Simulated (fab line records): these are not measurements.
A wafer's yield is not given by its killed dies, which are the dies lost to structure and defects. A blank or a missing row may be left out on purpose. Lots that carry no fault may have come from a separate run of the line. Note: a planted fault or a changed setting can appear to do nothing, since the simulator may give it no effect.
Which tool was responsible? ; flow nand_harc ; 14 lots, 42 wafers sampled, at 4 steps of a route of 1159

== WHAT THE GAUGES READ, wafer by wafer ==
NHARC_A_SGD_CUT_CD_MEAS_09: the cd target is 100 nm.
lot;measured;on;cd_nm (nm)
L808;day 13 17:12;cd_sem-01;99.2 99.8 99.5
L809;day 14 10:58;cd_sem-02;100.0 99.6 100.3
L812;day 14 19:46;cd_sem-01;102.3 101.4 100.9
L811;day 14 20:16;cd_sem-01;99.9 99.7 100.1
L814;day 15 17:56;cd_sem-01;99.1 99.0 99.4
L818;day 16 09:07;cd_sem-01;100.2 100.6 100.9
L819;day 16 20:32;cd_sem-01;- - -
L820;day 16 21:11;cd_sem-01;- - -
L825;day 18 11:37;cd_sem-02;100.4 99.2 100.8
L827;day 18 12:04;cd_sem-01;101.6 100.3 99.7
L829;day 19 03:48;cd_sem-02;100.4 99.6 100.3
L828;day 19 04:02;cd_sem-03;100.0 100.1 99.6
L826;day 19 04:11;cd_sem-03;100.1 100.8 99.9
L830;day 19 18:08;cd_sem-02;99.7 99.6 100.1

== WHICH TOOL RAN EACH LOT (tool, then ch and the chambers of the sampled wafers, then the start) ==
lot;NHARC_A_STAIRCASE_CMP_152;NHARC_A_STAIRCASE_DEP_471;NHARC_A_SGD_CUT_DEVELOP_08
L808;cmp-03 ch 0,1, day 13 12:45;pecvd-01 ch 0,1,2, day 13 15:41;litho_track-01 ch 0, day 13 17:00
L809;cmp-03 ch 0,2,3, day 14 08:25;pecvd-01 ch 1,2, day 14 09:34;litho_track-01 ch 0, day 14 10:00
L812;cmp-02 ch 1,2, day 14 16:59;pecvd-01 ch 1,2, day 14 18:11;litho_track-06 ch 0, day 14 19:00
L811;cmp-02 ch 0,1,2, day 14 17:31;pecvd-03 ch 0,1, day 14 18:53;litho_track-04 ch 0, day 14 20:00
L814;cmp-04 ch 0,1,3, day 15 15:26;pecvd-03 ch 0,1, day 15 16:32;litho_track-01 ch 0, day 15 17:00
L818;cmp-02 ch 0,1,3, day 16 06:30;pecvd-03 ch 0,1,2, day 16 07:38;litho_track-04 ch 0, day 16 09:00
L819;cmp-04 ch 0,2,3, day 16 17:41;pecvd-03 ch 0,1, day 16 19:09;litho_track-01, day 16 20:00
L820;cmp-02 ch 0,1,3, day 16 17:47;pecvd-03 ch 0,1,2, day 16 19:47;litho_track-06, day 16 21:00
L825;cmp-03 ch 0,2,3, day 18 09:14;pecvd-04 ch 0,1,2, day 18 10:22;litho_track-06 ch 0, day 18 11:00
L827;cmp-04 ch 0,2, day 18 09:33;pecvd-04 ch 0,1, day 18 10:39;litho_track-06 ch 0, day 18 11:00
L829;cmp-02 ch 0,2,3, day 19 01:18;pecvd-03 ch 0,1, day 19 02:26;litho_track-04 ch 0, day 19 03:00
L828;cmp-04 ch 0,3, day 19 01:31;pecvd-04 ch 0,2, day 19 02:38;litho_track-04 ch 0, day 19 03:00
L826;cmp-02 ch 0,1,2, day 19 01:33;pecvd-01 ch 1,2, day 19 02:43;litho_track-01 ch 0, day 19 04:00
L830;cmp-02 ch 0,1, day 19 15:37;pecvd-04 ch 0,1,2, day 19 16:43;litho_track-01 ch 0, day 19 18:00
- NHARC_A_STAIRCASE_CMP_152: polishes.
- NHARC_A_STAIRCASE_DEP_471: deposits SiO2, target thk 100 nm.
- NHARC_A_SGD_CUT_DEVELOP_08: develop time 35 s.

== WHAT THE TOOLS THEMSELVES READ (means of the sampled wafers that have a number; where no wafer has one, the mark that the record gives instead) ==
NHARC_A_STAIRCASE_CMP_152.
lot;tool;motor_current_A (A)
L808;cmp-03;12.7
L809;cmp-03;11.5
L812;cmp-02;12.6
L811;cmp-02;12.2
L814;cmp-04;11.3
L818;cmp-02;10.9
L819;cmp-04;11.6
L820;cmp-02;10.8
L825;cmp-03;12.1
L827;cmp-04;11.8
L829;cmp-02;11.9
L828;cmp-04;11.4
L826;cmp-02;12.2
L830;cmp-02;11.3

NHARC_A_STAIRCASE_DEP_471.
lot;tool;heater_power_outer_w (W);heater_power_w (W);throttle_valve_pct (%)
L808;pecvd-01;342;591;15.8
L809;pecvd-01;358;626;15.8
L812;pecvd-01;372;645;15.9
L811;pecvd-03;279;505;16.0
L814;pecvd-03;291;530;15.9
L818;pecvd-03;224;418;15.6
L819;pecvd-03;269;497;16.0
L820;pecvd-03;264;466;15.7
L825;pecvd-04;282;537;15.8
L827;pecvd-04;294;560;15.7
L829;pecvd-03;290;520;16.0
L828;pecvd-04;283;539;16.2
L826;pecvd-01;361;661;15.7
L830;pecvd-04;289;533;16.1

NHARC_A_SGD_CUT_DEVELOP_08.
lot;tool;chill_plate_temp_C (C)
L808;litho_track-01;23.05
L809;litho_track-01;22.90
L812;litho_track-06;23.05
L811;litho_track-04;23.04
L814;litho_track-01;22.74
L818;litho_track-04;23.09
L819;litho_track-01;-
L820;litho_track-06;-
L825;litho_track-06;22.93
L827;litho_track-06;23.03
L829;litho_track-04;23.04
L828;litho_track-04;23.07
L826;litho_track-01;23.04
L830;litho_track-01;22.87

== THE ANSWER, worked out from the rows above alone ==
Rule: usual is defined by the lots themselves. Put in order of their means at a reading, lots are off if they are a third of the lots or fewer, leave a main group of 4 or more, and stand apart from it by a gap of 3 or more times the standard deviation of the main group's means; of several such gaps the widest counts. Not used: any main group whose means are identical at the precision the tables above print for the reading. A lot without any number at a reading at which 4 lots or more have one is off too. All remaining lots with rows at the step are treated as sound. After the gauges, taken in route order, come the tools' own readings; for these a lot's mean is taken, as printed above. At the first step where some lot is off, the reading lying furthest off is the one used; lots without a number count as furthest.
Off: L819, L820, at NHARC_A_SGD_CUT_CD_MEAS_09 (cd_nm). Without a number there: L819, L820. The main group: mean 100.1 nm, standard deviation 0.57.
If a tool, at a process step before that reading, ran all the lots that are off and no sound lot after the first of them, it fits. The gauges at NHARC_A_SGD_CUT_CD_MEAS_09 aren't tried: what is off there is off at NHARC_A_SGD_CUT_DEVELOP_08 too, on other tools, and a gauge's error can't cause that. No candidate that was tried fits.

== WHAT THE SIMULATOR PUT IN ==
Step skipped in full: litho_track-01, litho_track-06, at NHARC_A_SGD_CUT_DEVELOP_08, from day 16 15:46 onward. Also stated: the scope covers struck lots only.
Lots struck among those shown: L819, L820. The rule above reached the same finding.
